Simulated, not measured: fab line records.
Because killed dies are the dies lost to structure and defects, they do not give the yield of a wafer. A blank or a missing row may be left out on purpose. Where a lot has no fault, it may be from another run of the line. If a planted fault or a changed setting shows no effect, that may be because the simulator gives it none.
Split-lot study :: flow n5Finfet :: on a route of 1938 steps: 7 lots, 21 wafers read

== THE SPLIT ==
At N5_BEOL_M11_EXPOSE_08 (exposes mask M11), the setting doseMj was moved away from the recipe's 53.75 on 6 of the 21 wafers read, by -5.0% to +7.1%. This setting was run at the recipe's value on the other wafers.

== FROM THE SPLIT TO THE READING: what the file shows between them, 14 steps ==
- N5_BEOL_M11_PEB_09: peb time 60 s
- N5_BEOL_M11_DEVELOP_10: develop time 30 s
- N5_BEOL_M11_CD_MEAS_11: target cd 64.1 nm
- N5_BEOL_M11_DESCUM_16: chemistry O2, time 7.9 s (also split here: timeS)
- N5_BEOL_M11_ETCH_61: etches SiARC in CF4, target depth 39 nm, time 65 s
- N5_BEOL_M11_ETCH_62: etches SOC in N2/H2, target depth 110 nm, overetch 22 nm, time 165 s
- N5_BEOL_M11_STRIP_68: strips in N2/H2
- N5_BEOL_M11_HM_OPEN_17: chemistry Cl2/BCl3, target TiN, target depth 20 nm, overetch 6 nm
- N5_BEOL_M11_STRIP_19: strips in O2
- N5_BEOL_M11_CD_MEAS_18: pitch 140 nm, target cd 70 nm
- N5_BEOL_M11_COAT_63: time 60 s, resist thk 100 nm
- N5_BEOL_M11_COAT_64: time 60 s, resist thk 30 nm
- N5_BEOL_M11_PRECLEAN_42: cleans in residue remover, time 60 s
- N5_BEOL_M11_SRD_43: time 30 s

== THE READING ==
At N5_BEOL_M11_CD_MEAS_35: cdNm in nanometres, against a target cd of 70 nm. On this fab line, fault-free wafers typically give 70.2 nm with a standard deviation of 0.64 nm.

wafer: L080.1
tool, chamber at the split: arfiScanner-01, 0
doseMj as run: 53.75
against the recipe: recipe
cdNm, nm: 69.7
against lot-mates on the recipe: -

wafer: L080.2
tool, chamber at the split: arfiScanner-01, 0
doseMj as run: 53.75
against the recipe: recipe
cdNm, nm: 70.7
against lot-mates on the recipe: -

wafer: L080.5
tool, chamber at the split: arfiScanner-01, 0
doseMj as run: 53.75
against the recipe: recipe
cdNm, nm: 69.8
against lot-mates on the recipe: -

wafer: L081.3
tool, chamber at the split: arfiScanner-03, 0
doseMj as run: 55.24
against the recipe: +2.8%
cdNm, nm: 72.4
against lot-mates on the recipe: no lot-mate on the recipe

wafer: L081.4
tool, chamber at the split: arfiScanner-03, 0
doseMj as run: 55.24
against the recipe: +2.8%
cdNm, nm: 72.6
against lot-mates on the recipe: no lot-mate on the recipe

wafer: L081.6
tool, chamber at the split: arfiScanner-03, 0
doseMj as run: 55.24
against the recipe: +2.8%
cdNm, nm: 72.2
against lot-mates on the recipe: no lot-mate on the recipe

wafer: L084.1
tool, chamber at the split: arfiScanner-01, 0
doseMj as run: 53.75
against the recipe: recipe
cdNm, nm: 70.4
against lot-mates on the recipe: -

wafer: L084.4
tool, chamber at the split: arfiScanner-01, 0
doseMj as run: 54.86
against the recipe: +2.1%
cdNm, nm: 70.5
against lot-mates on the recipe: +0.5

wafer: L084.5
tool, chamber at the split: arfiScanner-01, 0
doseMj as run: 53.75
against the recipe: recipe
cdNm, nm: 69.5
against lot-mates on the recipe: -

wafer: L088.1
tool, chamber at the split: arfiScanner-01, 0
doseMj as run: 53.75
against the recipe: recipe
cdNm, nm: 70.0
against lot-mates on the recipe: -

wafer: L088.2
tool, chamber at the split: arfiScanner-01, 0
doseMj as run: 53.75
against the recipe: recipe
cdNm, nm: 70.0
against lot-mates on the recipe: -

wafer: L088.3
tool, chamber at the split: arfiScanner-01, 0
doseMj as run: 53.75
against the recipe: recipe
cdNm, nm: 70.2
against lot-mates on the recipe: -

wafer: L091.1
tool, chamber at the split: arfiScanner-03, 0
doseMj as run: 53.75
against the recipe: recipe
cdNm, nm: 70.0
against lot-mates on the recipe: -

wafer: L091.5
tool, chamber at the split: arfiScanner-03, 0
doseMj as run: 53.75
against the recipe: recipe
cdNm, nm: 69.8
against lot-mates on the recipe: -

wafer: L091.6
tool, chamber at the split: arfiScanner-03, 0
doseMj as run: 51.06
against the recipe: -5.0%
cdNm, nm: 67.5
against lot-mates on the recipe: -2.4

wafer: L093.1
tool, chamber at the split: arfiScanner-01, 0
doseMj as run: 53.75
against the recipe: recipe
cdNm, nm: 70.8
against lot-mates on the recipe: -

wafer: L093.2
tool, chamber at the split: arfiScanner-01, 0
doseMj as run: 53.75
against the recipe: recipe
cdNm, nm: 70.5
against lot-mates on the recipe: -

wafer: L093.5
tool, chamber at the split: arfiScanner-01, 0
doseMj as run: 53.75
against the recipe: recipe
cdNm, nm: 69.9
against lot-mates on the recipe: -

wafer: L095.3
tool, chamber at the split: arfiScanner-01, 0
doseMj as run: 53.75
against the recipe: recipe
cdNm, nm: 69.6
against lot-mates on the recipe: -

wafer: L095.4
tool, chamber at the split: arfiScanner-01, 0
doseMj as run: 53.75
against the recipe: recipe
cdNm, nm: 68.8
against lot-mates on the recipe: -

wafer: L095.6
tool, chamber at the split: arfiScanner-01, 0
doseMj as run: 57.55
against the recipe: +7.1%
cdNm, nm: 73.6
against lot-mates on the recipe: +4.4

FIT RESULTS
A straight line over all 21 wafers: cdNm changes by +0.568 nm for each +1% of doseMj; r = +0.91; the points scatter about the line by 0.58 nm.
The same after taking each lot's own level away (the mean of its wafers on the recipe; 18 wafers): +0.557 nm for each +1%; r = +0.95; scatter 0.4 nm.
According to that fit, moving doseMj by its largest amount changes the reading by 3.9 nm.
Measured against the standard deviation above, the lots' own levels, which go from 69.20 to 70.40 nm, span 1.9 times it.
Hence the lot-to-lot level has little effect on the slope; both slopes agree.
Check: for one of the wafers moved furthest among these (+7.1%), held out of the fit, the line's prediction against its lot-mates is +3.12 nm. Against them it came out at +4.4 nm.

== OTHER SPLITS ON THESE WAFERS ==
Other splits were also applied to these wafers ahead of the reading. Each is held against what the fit with the lots' levels taken away leaves over:
other split on the same wafers: N5_BEOL_M9_TRENCH_ETCH_37 timeS
wafers away from the commonest value: 6
r with cdNm (lot level and that fit taken away): -0.21

other split on the same wafers: N5_BEOL_M10_COAT_63 spinRpm
wafers away from the commonest value: 7
r with cdNm (lot level and that fit taken away): -0.04

other split on the same wafers: N5_BEOL_M11_DESCUM_16 timeS
wafers away from the commonest value: 5
r with cdNm (lot level and that fit taken away): +0.06

== THE WHOLE CHAIN: every reading that the file lists as answering this split, in the file's order ==
step: N5_BEOL_M11_CD_MEAS_11
what it does: target cd 64.1 nm
reading: cdNm
change (the file's fit): +0.594 nm for each +1% of the setting
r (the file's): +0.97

step: N5_BEOL_M11_ETCH_61
what it does: etches SiARC in CF4, target depth 39 nm, time 65 s
reading: BEOL_M11.cdOffsetNm (the simulator's own value, which no gauge read)
change (the file's fit): +0.59 nm for each +1% of the setting
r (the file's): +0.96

step: N5_BEOL_M11_CD_MEAS_18
what it does: pitch 140 nm, target cd 70 nm
reading: cdNm
change (the file's fit): +0.47 nm for each +1% of the setting
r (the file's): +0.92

step: N5_BEOL_M11_CD_MEAS_35
what it does: target cd 70 nm
reading: cdNm
change (the file's fit): +0.564 nm for each +1% of the setting
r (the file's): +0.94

== FILE'S OWN FIT ==
cdNm changes by +0.564 nm for each +1% of doseMj, r = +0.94.
